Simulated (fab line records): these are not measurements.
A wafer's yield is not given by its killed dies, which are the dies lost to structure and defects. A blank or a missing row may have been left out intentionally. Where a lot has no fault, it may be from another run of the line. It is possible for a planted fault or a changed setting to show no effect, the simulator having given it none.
Split-lot trial :: flow n5_finfet :: on a route of 1938 steps: 7 lots, 21 wafers read

## SPLIT DETAILS
At N5_BEOL_M3_ETCH_70 (etches SOC in N2/H2, target depth 80 nm, overetch 16 nm, time 120 s), the setting time_s was moved away from the recipe's 120 s on 10 of the 21 wafers read, by -22.3% to +21.3%. All remaining wafers had this setting at the recipe value.

The split's own step is where the reading is taken.

## THE READING
SiARC_of_BEOL_M3_COAT_68.thk_nm (the simulator's own value, which no gauge read), in nm, at N5_BEOL_M3_ETCH_70 (etches SOC in N2/H2, target depth 80 nm, overetch 16 nm, time 120 s). No usual value for it is given in the file. Average 6.4 nm, standard deviation 0.24 nm, over the 11 wafers here run with the recipe.

wafer: L074.2
tool, chamber at the split: rie_diel-04, 2
time_s as run, s: 120
against the recipe: recipe
SiARC_of_BEOL_M3_COAT_68.thk_nm, nm: 6.6
against lot-mates on the recipe: -

wafer: L074.4
tool, chamber at the split: rie_diel-04, 1
time_s as run, s: 120
against the recipe: recipe
SiARC_of_BEOL_M3_COAT_68.thk_nm, nm: 6.2
against lot-mates on the recipe: -

wafer: L074.5
tool, chamber at the split: rie_diel-04, 2
time_s as run, s: 93.3
against the recipe: -22.3%
SiARC_of_BEOL_M3_COAT_68.thk_nm, nm: 8
against lot-mates on the recipe: +1.6

wafer: L075.3
tool, chamber at the split: rie_diel-04, 1,3
time_s as run, s: 139.7
against the recipe: +16.4%
SiARC_of_BEOL_M3_COAT_68.thk_nm, nm: 5.4
against lot-mates on the recipe: -1.4

wafer: L075.4
tool, chamber at the split: rie_diel-04, 1,3
time_s as run, s: 139.7
against the recipe: +16.4%
SiARC_of_BEOL_M3_COAT_68.thk_nm, nm: 5.4
against lot-mates on the recipe: -1.4

wafer: L075.5
tool, chamber at the split: rie_diel-04, 2
time_s as run, s: 120
against the recipe: recipe
SiARC_of_BEOL_M3_COAT_68.thk_nm, nm: 6.8
against lot-mates on the recipe: -

wafer: L080.2
tool, chamber at the split: rie_diel-01, 3
time_s as run, s: 145.6
against the recipe: +21.3%
SiARC_of_BEOL_M3_COAT_68.thk_nm, nm: 5
against lot-mates on the recipe: -1.2

wafer: L080.3
tool, chamber at the split: rie_diel-01, 1
time_s as run, s: 145.6
against the recipe: +21.3%
SiARC_of_BEOL_M3_COAT_68.thk_nm, nm: 5.4
against lot-mates on the recipe: -0.8

wafer: L080.4
tool, chamber at the split: rie_diel-01, 2
time_s as run, s: 120
against the recipe: recipe
SiARC_of_BEOL_M3_COAT_68.thk_nm, nm: 6.2
against lot-mates on the recipe: -

wafer: L084.1
tool, chamber at the split: rie_diel-03, 1,3
time_s as run, s: 120
against the recipe: recipe
SiARC_of_BEOL_M3_COAT_68.thk_nm, nm: 6.2
against lot-mates on the recipe: -

wafer: L084.5
tool, chamber at the split: rie_diel-03, 1,3
time_s as run, s: 120
against the recipe: recipe
SiARC_of_BEOL_M3_COAT_68.thk_nm, nm: 6.2
against lot-mates on the recipe: -

wafer: L084.3
tool, chamber at the split: rie_diel-03, 0
time_s as run, s: 120
against the recipe: recipe
SiARC_of_BEOL_M3_COAT_68.thk_nm, nm: 6.4
against lot-mates on the recipe: -

wafer: L086.2
tool, chamber at the split: rie_diel-03, 1
time_s as run, s: 109
against the recipe: -9.2%
SiARC_of_BEOL_M3_COAT_68.thk_nm, nm: 6.6
against lot-mates on the recipe: +0.4

wafer: L086.4
tool, chamber at the split: rie_diel-03, 2
time_s as run, s: 120
against the recipe: recipe
SiARC_of_BEOL_M3_COAT_68.thk_nm, nm: 6.2
against lot-mates on the recipe: -

wafer: L086.6
tool, chamber at the split: rie_diel-03, 3
time_s as run, s: 109
against the recipe: -9.2%
SiARC_of_BEOL_M3_COAT_68.thk_nm, nm: 6.8
against lot-mates on the recipe: +0.6

wafer: L091.1
tool, chamber at the split: rie_diel-04, 2
time_s as run, s: 97.99
against the recipe: -18.3%
SiARC_of_BEOL_M3_COAT_68.thk_nm, nm: 7.8
against lot-mates on the recipe: +1.3

wafer: L091.4
tool, chamber at the split: rie_diel-04, 1
time_s as run, s: 120
against the recipe: recipe
SiARC_of_BEOL_M3_COAT_68.thk_nm, nm: 6.2
against lot-mates on the recipe: -

wafer: L091.6
tool, chamber at the split: rie_diel-04, 2
time_s as run, s: 120
against the recipe: recipe
SiARC_of_BEOL_M3_COAT_68.thk_nm, nm: 6.8
against lot-mates on the recipe: -

wafer: L097.3
tool, chamber at the split: rie_diel-01, 2
time_s as run, s: 112.6
against the recipe: -6.2%
SiARC_of_BEOL_M3_COAT_68.thk_nm, nm: 6.6
against lot-mates on the recipe: +0.4

wafer: L097.4
tool, chamber at the split: rie_diel-01, 1
time_s as run, s: 112.6
against the recipe: -6.2%
SiARC_of_BEOL_M3_COAT_68.thk_nm, nm: 7
against lot-mates on the recipe: +0.8

wafer: L097.6
tool, chamber at the split: rie_diel-01, 0
time_s as run, s: 120
against the recipe: recipe
SiARC_of_BEOL_M3_COAT_68.thk_nm, nm: 6.2
against lot-mates on the recipe: -
Rows listing several chambers each stand for several wafers; the file does not say which wafer went through which chamber.

THE FIT
A straight line over all 21 wafers: SiARC_of_BEOL_M3_COAT_68.thk_nm changes by -0.0617 nm for each +1% of time_s; r = -0.95; the points scatter about the line by 0.24 nm.
The same after taking each lot's own level away (the mean of its wafers on the recipe; 21 wafers): -0.0653 nm for each +1%; r = -0.95; scatter 0.24 nm.
According to that fit, moving time_s by its largest amount changes the reading by 1.5 nm.
The span of the lots' own levels, 6.20 to 6.80 nm, comes to 2.5 times the standard deviation stated above.
The two slopes are in agreement: the lot-to-lot level therefore moves the slope only a little.
Check: +1.44 nm against its lot-mates is what the line predicts for one of the wafers moved furthest among these (-22.3%) when that wafer is left out of the fit. It came out at +1.6 nm against them.

## OTHER SPLITS APPLIED TO THESE WAFERS
Other splits were also applied to these wafers ahead of the reading. Each is held against what the fit with the lots' levels taken away leaves over:
other split on the same wafers: N5_BEOL_M2_TRENCH_ETCH_37 time_s
wafers away from the commonest value: 9
r with SiARC_of_BEOL_M3_COAT_68.thk_nm (lot level and that fit taken away): -0.04

other split on the same wafers: N5_BEOL_M3_COAT_62 spin_rpm
wafers away from the commonest value: 6
r with SiARC_of_BEOL_M3_COAT_68.thk_nm (lot level and that fit taken away): +0.10

other split on the same wafers: N5_BEOL_M3_COAT_73 temp_c
wafers away from the commonest value: 6
r with SiARC_of_BEOL_M3_COAT_68.thk_nm (lot level and that fit taken away): +0.14

## THE FILE'S OWN FIT
SiARC_of_BEOL_M3_COAT_68.thk_nm changes by -0.0668 nm for each +1% of time_s, r = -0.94.
